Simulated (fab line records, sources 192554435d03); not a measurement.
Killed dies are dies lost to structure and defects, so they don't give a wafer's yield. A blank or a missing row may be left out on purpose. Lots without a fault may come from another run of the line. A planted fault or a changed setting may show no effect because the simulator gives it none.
One fault seen from 2 desks | flow n5_finfet | each desk has only its own numbers; what lay behind them comes last

THE METROLOGY DESK
What the gauges read, lot by lot, whatever tool the lot ran on: means of the sampled wafers that have a number. A lot is out of limits, marked OUT, if its mean lies more than 4 standard deviations from the usual mean; the brackets give that distance.
Columns: A = cd_nm at N5_BEOL_M9_CD_MEAS_18, usual 70.0 nm
lot  | first seen here | A
L296 | day 10 08:48    | 70.2
L297 | day 10 20:43    | 70.2
L298 | day 11 07:47    | 69.8
L300 | day 11 11:01    | 69.3
L301 | day 11 18:04    | 69.4
L305 | day 12 14:32    | 69.9
L308 | day 13 15:55    | 69.5
L312 | day 14 15:55    | 70.8
L314 | day 14 19:46    | 69.3
L319 | day 15 23:15    | 70.4
This desk's finding: nothing out of limits on any of the 10 lots.

THE TOOL OWNER'S DESK: rie_diel-06
The tool's own readings at N5_BEOL_M9_ETCH_65 (etches SiARC in CF4, target depth 15.6 nm, time 26 s): means of the sampled wafers that have a number, for each lot that ran on this tool. A lot is out of limits, marked OUT, if its mean lies more than 4 standard deviations from the usual mean; the brackets give that distance. Of its 8 readings 7 are shown: the one that was out of limits first, and those that lie furthest out on some lot.
Columns: A = cf4_flow_sccm at N5_BEOL_M9_ETCH_65, usual 100.0 sccm; B = chamber_pressure_mTorr at N5_BEOL_M9_ETCH_65, usual 40.00 mTorr; C = etch_rf_on_time_s at N5_BEOL_M9_ETCH_65, usual 25.8 s; D = oes_product_au at N5_BEOL_M9_ETCH_65, usual 0.67 a.u.; E = rf_vpp_V at N5_BEOL_M9_ETCH_65, usual 184.0 V; F = showerhead_plenum_p_Torr at N5_BEOL_M9_ETCH_65, usual 2.13 Torr; G = throttle_valve_pct at N5_BEOL_M9_ETCH_65, usual 15.65 %
lot  | first seen here | A              | B     | C    | D    | E     | F    | G
L296 | day 10 09:32    | 100.0          | 40.03 | 26.0 | 0.69 | 183.6 | 2.11 | 15.75
L297 | day 10 22:26    | 99.6           | 39.98 | 25.7 | 0.74 | 184.8 | 2.20 | 15.47
L308 | day 13 17:50    | 85.4 (-46) OUT | 40.02 | 26.2 | 0.63 | 182.6 | 1.96 | 15.34
This desk's finding: out of limits on L308; first on L308, day 13 17:50 (cf4_flow_sccm at N5_BEOL_M9_ETCH_65). In limits: L296, L297.

PUT TOGETHER
The tool owner's desk could have raised an alarm at day 13 17:50, on L308.
The metrology desk saw nothing out of limits.
The metrology desk has L308 on record, within its limits.
Of the lots named, all ran N5_BEOL_M9_ETCH_65 on rie_diel-06.

WHAT THE SIMULATOR HAD PUT IN
Process parameter drift: rie_diel-06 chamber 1, from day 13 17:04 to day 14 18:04, at N5_BEOL_M9_ETCH_65. Setting cf4_flow_sccm, moved by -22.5, from 100. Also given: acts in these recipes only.
Lots struck among those shown: L308.
Hours from the fault's start to each desk's first reading out of limits: the tool owner's desk, 1.
